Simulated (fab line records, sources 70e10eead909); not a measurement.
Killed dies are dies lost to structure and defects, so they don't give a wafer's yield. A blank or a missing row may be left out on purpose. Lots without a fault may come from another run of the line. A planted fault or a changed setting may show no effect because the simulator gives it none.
Problem report in the 8D (eight disciplines) form, filled by code | flow nand_harc | the parts of the form that need people (team, actions taken, sign-off) are left out

1. THE PROBLEM
cd_nm at NHARC_A_SLIT_CD_MEAS_09 reads a mean of 303.9 nm on 9 wafers of 3 lots; wafers without a fault read 300.1 nm with a standard deviation of 0.62. That is +6.1 standard deviations from the usual mean.
The step: target cd 300 nm.
First seen on wafer L444.2, day 18 07:40, on cd_sem-01. The record holds 36 wafers of 12 lots with a number at this step. Rule for "out", or "out of limits": more than 4 standard deviations from the usual mean. The other wafers with a number count as sound.

2. WHAT IT IS AND WHAT IT IS NOT
question                    | is                     | is not
which readings at this step | cd_nm                  | -
which lots                  | L444, L447, L450       | L430, L433, L434, L435, L439, L440, L441, L449, L452
which wafers of those lots  | all that have a number | -
read on which gauges        | cd_sem-01, cd_sem-03   | cd_sem-02
when                        | from day 18 07:40      | up to then (21 sound wafers); but 6 sound wafers of L449, L452 came after

3. SUSPECTS, AND WHAT RULES EACH OUT
Counting: a tool at a process step up to the reading stays a suspect if it ran every lot that is out and no sound lot after the first of them.
- the gauge at NHARC_A_SLIT_CD_MEAS_09: ruled out. The wafers that are out were read on 2 gauges (cd_sem-01, cd_sem-03).
- arfi_scanner-02 at NHARC_A_SLIT_EXPOSE_06 (exposes mask SLIT): kept. It ran every lot that is out, first L444 (day 18 07:32), and no sound lot after that; its last sound lot up to then is L441 (day 17 06:05). Its own readings are out on those wafers: exposure_dose_mJ_cm2.
Left after counting: arfi_scanner-02 at NHARC_A_SLIT_EXPOSE_06.

4. THE CAUSE (what the simulator had put in)
Process parameter drift: arfi_scanner-02, from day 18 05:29 on, at NHARC_A_SLIT_EXPOSE_06. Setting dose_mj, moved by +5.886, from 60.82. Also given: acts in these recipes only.
Counting left only this tool.

5. THE CHAIN OF EFFECTS, in route order
Each row: a reading whose mean over the struck wafers that have a number lies more than 3 standard deviations from the usual. Only readings for which the record gives a usual standard deviation are gone through. hours: the time from each lot's start at the first step in this table that gives one to its start at this step, as a median over the lots. sigmas: the change in usual standard deviations.
hours | step                    | reading              | usual    | on struck wafers | change | sigmas
0     | NHARC_A_SLIT_EXPOSE_06  | exposure_dose_mJ_cm2 | 60.78    | 65.60            | +4.82  | +77
0     | NHARC_A_SLIT_CD_MEAS_09 | cd_nm                | 300.1 nm | 303.9            | +3.8   | +6.1
The process steps in it:
- NHARC_A_SLIT_EXPOSE_06: exposes mask SLIT.

6. WHAT WOULD HAVE CAUGHT IT SOONER
In this record the first reading out of limits at a measuring or inspecting step was taken at day 18 07:40, 2 hours after the fault began at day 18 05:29.
The tool's own readings at NHARC_A_SLIT_EXPOSE_06 were out on every struck wafer that the step has a row for (exposure_dose_mJ_cm2): an alarm limit on them would have fired on the first of those.
Of the lots that are out (3), L447, L450 began NHARC_A_SLIT_EXPOSE_06 on arfi_scanner-02 after day 18 07:40. A hold on the tool at that time would have spared those 2.
